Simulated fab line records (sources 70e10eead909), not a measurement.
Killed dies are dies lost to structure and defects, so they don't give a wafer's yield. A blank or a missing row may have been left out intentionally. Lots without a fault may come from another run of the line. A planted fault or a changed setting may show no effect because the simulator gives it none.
2 desks, one fault :: flow nand-harc :: each desk has only its own numbers; what lay behind them comes last

## DESK OF THE TOOL OWNER: har-etch-02
The tool's own readings at NHARC_A_SLIT_ETCH_26 (etches the open film in C4F8/O2/Ar, time 90 s, target depth 400 nm): means of the sampled wafers that have a number, for each lot that ran on this tool. The brackets show how far a lot's mean lies from the usual mean; more than 4 standard deviations puts the lot out of limits, marked OUT.
Columns: A = bias-v at NHARC_A_SLIT_ETCH_26, usual 400 V; B = drypump-motor-current-A at NHARC_A_SLIT_ETCH_26, usual 5.8 A; C = showerhead-plenum-p-Torr at NHARC_A_SLIT_ETCH_26, usual 3.75 Torr; D = throttle-valve-pct at NHARC_A_SLIT_ETCH_26, usual 27.619 %
lot: L415
first seen here: day 20 12:37
A: 405
B: 6.3
C: 3.80
D: 27.620

lot: L419
first seen here: day 21 04:10
A: 402
B: 6.2
C: 3.80
D: 27.618

lot: L423
first seen here: day 23 20:00
A: 400
B: 6.2
C: 3.78
D: 27.618

lot: L425
first seen here: day 24 04:32
A: 395
B: 5.8
C: 3.85
D: 27.618

lot: L433
first seen here: day 27 07:33
A: 399
B: 5.8
C: 3.82
D: 27.624

lot: L434
first seen here: day 27 16:06
A: 394
B: 6.3
C: 3.75
D: 27.615

lot: L435
first seen here: day 28 06:16
A: 402
B: 6.8
C: 3.66
D: 27.620

lot: L437
first seen here: day 28 18:09
A: 399
B: 6.7
C: 3.66
D: 27.617

lot: L438
first seen here: day 29 14:20
A: 399
B: 6.3
C: 3.73
D: 27.623
Finding of this desk: none of the 9 lots has anything out of limits.

## THE DEFECT DESK
Inspection counts along the route, by lot: the mean over sampled wafers that carry a number. The brackets show how far a lot's mean lies from the usual mean; more than 4 standard deviations puts the lot out of limits, marked OUT.
Columns: A = raw-defect-count at NHARC_A_SIN_REMOVE_INSPECT_04, usual 339
lot: L415
first seen here: day 20 20:39
A: 389

lot: L419
first seen here: day 21 12:11
A: 342

lot: L423
first seen here: day 24 03:41
A: 609 (+4.3) OUT

lot: L425
first seen here: day 24 12:32
A: 643 (+4.8) OUT

lot: L428
first seen here: day 25 15:11
A: 331

lot: L431
first seen here: day 26 13:44
A: 323

lot: L433
first seen here: day 27 15:36
A: 296

lot: L434
first seen here: day 28 00:13
A: 315

lot: L435
first seen here: day 28 14:17
A: 280

lot: L437
first seen here: day 29 02:11
A: 251

lot: L438
first seen here: day 29 22:22
A: 259
This desk finds L423, L425 out of limits, L423 being first, at day 24 03:41 (raw-defect-count at NHARC_A_SIN_REMOVE_INSPECT_04). In limits: L415, L419, L428, L431, L433, L434, L435, L437, L438.

## BROUGHT TOGETHER
The defect desk could have raised an alarm at day 24 03:41, on L423, L425.
Nothing out of limits was seen by the tool owner's desk.
Tool owner's desk: L423, L425 on record, inside its limits.
NHARC_A_SLIT_ETCH_26 was run on har-etch-02 by each of the lots named.

## WHAT THE SIMULATOR HAD INSERTED
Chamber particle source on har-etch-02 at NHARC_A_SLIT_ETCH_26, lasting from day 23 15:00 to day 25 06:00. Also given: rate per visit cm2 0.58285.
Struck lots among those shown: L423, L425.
Hours from the fault's start to each desk's first reading out of limits: the defect desk, 13.
